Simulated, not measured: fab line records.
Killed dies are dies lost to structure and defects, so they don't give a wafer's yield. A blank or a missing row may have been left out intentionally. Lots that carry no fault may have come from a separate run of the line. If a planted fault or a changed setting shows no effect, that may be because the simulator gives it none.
Matching of chambers	flow n5 finfet	N5_BEOL_M5_ETCH_67 on rie diel-04 has 4 sister chambers
The step etches SiARC in CF4, target depth 15.6 nm, time 26 s. 8 wafers are shown with their chamber, then 10 later ones without.

WAFERS PAIRED WITH THEIR CHAMBERS
wafer	chamber	showerhead plenum p Torr (Torr)	drypump motor current A (A)
L084.4	2	2.22	5.5
L087.5	0	2.13	6.1
L087.6	1	2.05	6.5
L086.1	1	2.05	6.6
L086.3	3	2.28	5.6
L086.4	0	2.13	6.1
L090.1	3	2.27	5.7
L090.4	2	2.21	5.5

WAFERS MISSING THEIR CHAMBER
wafer	showerhead plenum p Torr (Torr)	drypump motor current A (A)
L090.5	2.21	5.5
L091.1	2.21	5.5
L091.4	2.27	5.6
L091.5	2.12	6.1
L092.1	2.12	6.1
L092.4	2.27	5.6
L092.5	2.21	5.5
L095.3	2.21	5.5
L095.5	2.27	5.7
L095.6	2.12	6.1

EACH ONE'S CHAMBER
wafer	from the rows above	in truth
L090.5	2	2
L091.1	2	2
L091.4	3	3
L091.5	0	0
L092.1	0	0
L092.4	3	3
L092.5	2	2
L095.3	2	2
L095.5	3	3
L095.6	0	0
10 of 10 placed correctly. Can't be placed from these rows: 0. 0 placed wrongly.
How it was worked out, from the rows above alone: a wafer's distance from a chamber is the root of the sum, over the readings, of the square of ((its reading less the chamber's mean) divided by the reading's scatter). If the next closest chamber is less than 2 further off than the closest, the wafer can't be placed; otherwise it belongs to the closest. For every chamber, the mean is computed from those of its wafers that are shown. How the scatter is found: for the shown wafers, subtract from each reading the mean of its chamber, square and add these, divide the total by (wafers less chambers), then take the root.
